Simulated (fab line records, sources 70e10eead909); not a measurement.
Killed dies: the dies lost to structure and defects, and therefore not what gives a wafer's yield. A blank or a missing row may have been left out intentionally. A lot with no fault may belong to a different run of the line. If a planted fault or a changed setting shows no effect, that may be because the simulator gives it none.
Chamber matching / flow nandHarc / NHARC_A_WL_FILL_ALD_00 on aldHk-02 has 4 sister chambers
The step deposits Al2O3, target thk 3 nm, pulse time 3 s, ald cycles 30. 4 wafers are shown with their chamber, then 7 later ones without.

WAFERS PAIRED WITH THEIR CHAMBERS
wafer=L076.3; chamber=3; heaterPowerW (W)=482
wafer=L088.4; chamber=2; heaterPowerW (W)=393
wafer=L092.2; chamber=1; heaterPowerW (W)=507
wafer=L092.3; chamber=0; heaterPowerW (W)=497

WAFERS MISSING THEIR CHAMBER
wafer=L092.5; heaterPowerW (W)=501
wafer=L096.1; heaterPowerW (W)=408
wafer=L096.4; heaterPowerW (W)=506
wafer=L096.5; heaterPowerW (W)=527
wafer=L097.2; heaterPowerW (W)=510
wafer=L097.3; heaterPowerW (W)=398
wafer=L097.6; heaterPowerW (W)=519

WHICH CHAMBER EACH ONE RAN IN
wafer=L092.5; from the rows above=can't be placed: 0 or 1 or 3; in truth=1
wafer=L096.1; from the rows above=2; in truth=2
wafer=L096.4; from the rows above=can't be placed: 1 or 0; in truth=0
wafer=L096.5; from the rows above=can't be placed: 1 or 0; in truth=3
wafer=L097.2; from the rows above=can't be placed: 1 or 0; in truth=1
wafer=L097.3; from the rows above=2; in truth=2
wafer=L097.6; from the rows above=can't be placed: 1 or 0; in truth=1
Placed correctly: 2 of 7. Unplaceable from these rows: 5, with the true chamber sitting among the candidates in 4. Placed wrongly: 0.
How it was worked out, from the rows above alone: a wafer's distance from a chamber is the root of the sum, over the readings, of the square of ((its reading less the chamber's mean) divided by the reading's scatter). The wafer belongs to the nearest chamber; if the next one is less than 2 further off, it can't be placed. The mean given for a chamber averages the wafers shown for that chamber. The scatter: with one shown wafer a chamber, the root of the mean of the squares of how far each hidden wafer lies from its nearest shown one.
